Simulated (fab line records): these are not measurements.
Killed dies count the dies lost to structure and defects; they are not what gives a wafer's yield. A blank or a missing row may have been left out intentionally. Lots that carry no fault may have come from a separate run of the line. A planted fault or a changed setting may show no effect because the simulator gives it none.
Chamber matching + flow nand-harc + cmp-03 running NHARC_THIN_TSV_CMP_01: 4 sister chambers
The step polishes. 4 wafers are shown with their chamber, then 7 later ones without.

WAFERS PAIRED WITH THEIR CHAMBERS
| wafer  | chamber | motor-current-A (A) |
|--------|---------|---------------------|
| L080.6 | 3       | 14.5                |
| L084.4 | 2       | 11.4                |
| L083.2 | 1       | 10.4                |
| L083.3 | 0       | 9.5                 |

WAFERS WITH NO CHAMBER GIVEN
| wafer  | motor-current-A (A) |
|--------|---------------------|
| L083.5 | 15.1                |
| L093.1 | 11.2                |
| L093.2 | 11.0                |
| L093.6 | 11.5                |
| L093.3 | 10.1                |
| L093.4 | 15.7                |
| L093.5 | 14.9                |

WHICH CHAMBER EACH WENT THROUGH
| wafer  | from the rows above          | in truth |
|--------|------------------------------|----------|
| L083.5 | 3                            | 3        |
| L093.1 | can't be placed: 2 or 1      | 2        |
| L093.2 | can't be placed: 2 or 1 or 0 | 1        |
| L093.6 | can't be placed: 2 or 1      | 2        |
| L093.3 | can't be placed: 1 or 0 or 2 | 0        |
| L093.4 | 3                            | 3        |
| L093.5 | 3                            | 3        |
Correct placement for 3 of the 7. Can't be placed from these rows: 4 (the true chamber is among the candidates in 4). Wrongly placed: 0.
How it was worked out, from the rows above alone: a wafer's distance from a chamber is the root of the sum, over the readings, of the square of ((its reading less the chamber's mean) divided by the reading's scatter). If the next closest chamber is less than 2 further off than the closest, the wafer can't be placed; otherwise it belongs to the closest. A chamber's mean is the mean of its shown wafers. The scatter: root of mean squared gap, hidden wafer to nearest shown wafer, with one shown wafer a chamber.
